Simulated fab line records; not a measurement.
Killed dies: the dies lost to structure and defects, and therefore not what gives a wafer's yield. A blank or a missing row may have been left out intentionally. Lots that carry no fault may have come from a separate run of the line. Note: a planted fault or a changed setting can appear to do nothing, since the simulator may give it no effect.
Matching of chambers :: flow nand-harc :: cmp-03 running NHARC_A_DECK1_JOINT_CMP_13: 4 sister chambers
The step polishes, target thk 51.023 nm. 4 wafers are shown with their chamber, then 10 later ones without.

== WAFERS WITH THEIR CHAMBER ==
wafer: L086.2
chamber: 2
motor-current-A (A): 11.1

wafer: L089.6
chamber: 1
motor-current-A (A): 12.1

wafer: L093.1
chamber: 0
motor-current-A (A): 10.8

wafer: L093.2
chamber: 3
motor-current-A (A): 13.6

== WAFERS MISSING THEIR CHAMBER ==
wafer: L093.5
motor-current-A (A): 11.8

wafer: L095.1
motor-current-A (A): 10.5

wafer: L095.2
motor-current-A (A): 11.8

wafer: L095.4
motor-current-A (A): 11.2

wafer: L094.2
motor-current-A (A): 11.4

wafer: L094.5
motor-current-A (A): 11.4

wafer: L094.6
motor-current-A (A): 11.8

wafer: L097.3
motor-current-A (A): 10.8

wafer: L097.4
motor-current-A (A): 10.8

wafer: L097.5
motor-current-A (A): 11.6

== THE CHAMBER EACH PASSED THROUGH ==
wafer: L093.5
from the rows above: can't be placed: 1 or 2
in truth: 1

wafer: L095.1
from the rows above: can't be placed: 0 or 2
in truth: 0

wafer: L095.2
from the rows above: can't be placed: 1 or 2
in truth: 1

wafer: L095.4
from the rows above: can't be placed: 2 or 0
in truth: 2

wafer: L094.2
from the rows above: can't be placed: 2 or 0 or 1
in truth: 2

wafer: L094.5
from the rows above: can't be placed: 2 or 0 or 1
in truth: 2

wafer: L094.6
from the rows above: can't be placed: 1 or 2
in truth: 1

wafer: L097.3
from the rows above: can't be placed: 0 or 2
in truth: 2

wafer: L097.4
from the rows above: can't be placed: 0 or 2
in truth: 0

wafer: L097.5
from the rows above: can't be placed: 1 or 2 or 0
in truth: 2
Correctly placed: 0 of 10. From these rows, 10 cannot be placed; in 10 the true chamber is one of the candidates. Wrongly placed: 0.
How it was worked out, from the rows above alone: a wafer's distance from a chamber is the root of the sum, over the readings, of the square of ((its reading less the chamber's mean) divided by the reading's scatter). The wafer belongs to the nearest chamber; if the next one is less than 2 further off, it can't be placed. The mean given for a chamber averages the wafers shown for that chamber. The scatter (one wafer shown for each chamber): square how far every hidden wafer sits from the nearest shown wafer, average those squares and take the square root.
